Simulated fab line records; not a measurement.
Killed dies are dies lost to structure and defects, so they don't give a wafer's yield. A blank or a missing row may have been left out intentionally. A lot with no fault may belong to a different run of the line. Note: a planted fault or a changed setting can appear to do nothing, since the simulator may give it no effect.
A lot that was struck, set against a sound lot    flow nand harc    27 steps out of a route of 1159
Sound: the wafers L624.1, L624.2, L624.6. Struck: wafers L646.2, L646.6 (left out: L646.4, a lot-mate that was not struck); the cause follows at the end.
At each step with rows: each side's tool, then ch and its chambers, then its first start. Under that, the readings that differ: sound wafers    struck wafers    difference of the means    sigmas: that difference in standard deviations of wafers without a fault.
alike: words and numbers the same on both sides, and readings whose means are apart by under 2 such deviations; not compared: readings that were withheld, readings missing a value for some wafer, numbers with overlapping values and no deviation given by the record, and bounds like >300 which may hide the same value.
The two part at a step that has a row with sigmas, a row that says differs or no value, or rows on one side only. Non-overlapping numbers with no deviation appear without sigmas and do not part them. A reading missing from all wafers of one side parts the sides only when that side holds two or more wafers.

first, 1 step without rows for these wafers: NHARC_A_M0_DEGAS_28 (time 60 s).
NHARC_A_M0_PRE_CLEAN_29: time 30 s.
  sound on pvd sputter-01; struck on pvd sputter-01
  alike: heater power w, susceptor temp C
then, 1 step without rows for these wafers: NHARC_A_M0_PVD_20 (deposits TaN, target thk 5 nm, time 8.06 s).
NHARC_A_M0_PVD_21: deposits Cu, target thk 30 nm, time 20.49 s.
  sound on pvd sputter-01; struck on pvd sputter-01
  alike: throttle valve pct
then, 1 step without rows for these wafers: NHARC_A_M0_ECD_22 (material Cu, target thk 400 nm).
NHARC_A_M0_ANNEAL_30: time 90 s.
  sound on rtp anneal-02 ch 0, day 17 12:59; struck on rtp anneal-01 ch 0, day 23 15:43
  alike: wafer_temp_C_max
NHARC_A_M0_CMP_23: polishes, t overpolish 20 s, target thk 113.75 nm.
  sound on cmp-02 ch 0,1,2, day 17 13:19; struck on cmp-03 ch 0,3, day 23 16:02
  alike: motor current A, time to endpoint s
NHARC_A_M0_THK_MEAS_24: measures by xrf.
  struck on film metro-01, day 23 16:20; sound on film metro-02, day 17 13:38
  alike: thk nm
then, 1 step without rows for these wafers: NHARC_A_M0_SRD_25.
NHARC_A_M0_INSPECT_27:
  struck on defect inspect-01, day 23 16:29; sound on defect inspect-02, day 17 13:47
  alike: raw defect count
NHARC_A_M0_PRE_CLEAN_31: time 12 s.
  sound on pecvd-03 ch 0,1, day 17 13:52; struck on pecvd-03 ch 2, day 23 16:35
  alike: heater power w, susceptor temp C
  not compared: since wet clean h
NHARC_A_M0_DEP_32: deposits SiCN, target thk 30 nm.
  sound on pecvd-03 ch 0,1, day 17 13:59; struck on pecvd-03 ch 2, day 23 16:43
  alike: chamber pressure Torr, heater power w, susceptor temp C
  not compared: since wet clean h
then, 10 steps without rows for these wafers: NHARC_A_M1_DEP_00 (deposits SiOC, target thk 182.5 nm); NHARC_A_M1_DEHYDRATE_01 (time 120 s); NHARC_A_M1_HMDS_02 (time 30 s); NHARC_A_M1_COAT_34 (time 65 s); NHARC_A_M1_COAT_03 (resist thk 90 nm); NHARC_A_M1_SOFTBAKE_04 (time 55 s); NHARC_A_M1_EBR_05; NHARC_A_M1_EXPOSE_06 (exposes mask A M1, target cd 120 nm); NHARC_A_M1_PEB_07 (peb time 65 s); NHARC_A_M1_DEVELOP_08 (develop time 35 s).
NHARC_A_M1_CD_MEAS_09 targets a cd of 120 nm.
  sound on cd sem-03 ch 0, day 17 15:10; struck on cd sem-03 ch 0, day 23 17:44
reading     sound              struck       difference  sigmas
cd nm (nm)  119.5 119.7 119.6  121.1 120.8  +1.3        +2
NHARC_A_M1_OVL_MEAS_10: pitch 240 nm.
  struck on overlay-01, day 23 17:50; sound on overlay-02, day 17 15:15
  alike: overlay x nm, overlay y nm
NHARC_A_M1_INSPECT_11:
  struck on defect inspect-02, day 23 17:52; sound on defect inspect-02, day 17 15:17
reading           sound     struck   difference  sigmas
raw defect count  24 14 18  701 714  +689        +49
then, 1 step without rows for these wafers: NHARC_A_M1_DESCUM_14 (chemistry O2, time 3 s).
NHARC_END_SORT_01:
  only the struck wafers appear in the record here, on prober-01 ch 0 at day 25 13:06; the sound ones have no rows

## WHERE THEY PART
Earliest at NHARC_A_M1_CD_MEAS_09; latest, in this record, at NHARC_END_SORT_01.

WHY: whatever the simulator had introduced
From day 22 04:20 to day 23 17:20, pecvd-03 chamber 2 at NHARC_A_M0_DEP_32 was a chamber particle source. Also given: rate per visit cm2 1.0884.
